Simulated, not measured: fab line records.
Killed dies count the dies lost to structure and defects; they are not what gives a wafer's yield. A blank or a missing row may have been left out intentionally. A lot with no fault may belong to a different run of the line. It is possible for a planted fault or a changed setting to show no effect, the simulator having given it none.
Which tool did it?	flow n5 finfet	33 wafers from 11 lots sampled at 3 of the route's 1938 steps

## WHAT EACH GAUGE READ, for each wafer
N5_BEOL_M0_CUTY_CD_MEAS_57 targets a cd of 200 nm.
lot	measured	on	cd nm (nm)
L075	day 6 02:40	cd sem-02	199.5 199.8 198.8
L077	day 6 16:20	cd sem-02	199.5 199.3 200.2
L079	day 7 00:02	cd sem-03	199.3 199.0 200.3
L081	day 7 11:29	cd sem-02	201.2 199.3 199.6
L083	day 7 19:35	cd sem-03	200.4 199.9 200.7
L085	day 8 11:52	cd sem-03	200.3 200.5 201.5
L087	day 9 02:29	cd sem-01	197.9 199.8 199.7
L089	day 9 13:12	cd sem-03	200.4 200.4 200.4
L092	day 10 07:40	cd sem-02	200.7 200.5 200.7
L094	day 10 16:07	cd sem-03	200.7 200.1 200.0
L097	day 11 11:22	cd sem-01	200.6 201.4 199.6

## WHICH TOOL RAN EACH LOT (tool, then ch and the chambers of the sampled wafers, then the start)
lot	N5_BEOL_M0_SAQP_ETCH_107	N5_BEOL_M0_SAQP_DESCUM_45
L075	rie diel-04 ch 1,2, day 5 23:32	rie diel-04 ch 1,2, day 6 01:27
L077	rie diel-04 ch 2,3, day 6 13:22	rie diel-01 ch 0,2, day 6 14:52
L079	rie diel-04 ch 0,1,3, day 6 20:08	rie diel-04 ch 2,3, day 6 21:44
L081	rie diel-05 ch 0,1,2, day 7 08:41	rie diel-01 ch 0,1,3, day 7 10:09
L083	rie diel-01 ch 0,3, day 7 15:49	rie diel-01 ch 0,1, day 7 18:25
L085	rie diel-05 ch 1,3, day 8 09:08	rie diel-05 ch 2,3, day 8 10:34
L087	rie diel-04 ch 0,1,3, day 8 23:52	rie diel-04 ch 1,3, day 9 01:19
L089	rie diel-04 ch 0,1,2, day 9 10:28	rie diel-05 ch 0,1,2, day 9 11:53
L092	rie diel-01 ch 0,1,3, day 10 04:27	rie diel-04 ch 0,1,2, day 10 06:22
L094	rie diel-01 ch 0,2, day 10 13:23	rie diel-05 ch 1,2, day 10 14:56
L097	rie diel-01 ch 0,1,2, day 11 08:31	rie diel-05 ch 0,2,3, day 11 10:09
- N5_BEOL_M0_SAQP_ETCH_107: etches SiNx in CH3F/O2, target depth 30 nm.
- N5_BEOL_M0_SAQP_DESCUM_45: chemistry O2, time 7 s.

## THE ANSWER, worked out from the rows above alone
Rule: the usual values come from the lots themselves. The widest of any qualifying gaps counts: lots, ordered by their means at a reading, are off when they make up no more than a third of the lots, leave a main group of 4 or more, and stand apart from it by 3 or more times the standard deviation of that group's means. Not used: any main group whose means are identical at the precision the tables above print for the reading. Also off: a lot with no number at a reading for which 4 or more lots have one. Any other lot the step has rows for is counted as sound.
None of the lots is off at any reading shown; this tells nothing.

## WHAT WAS PUT IN BY THE SIMULATOR
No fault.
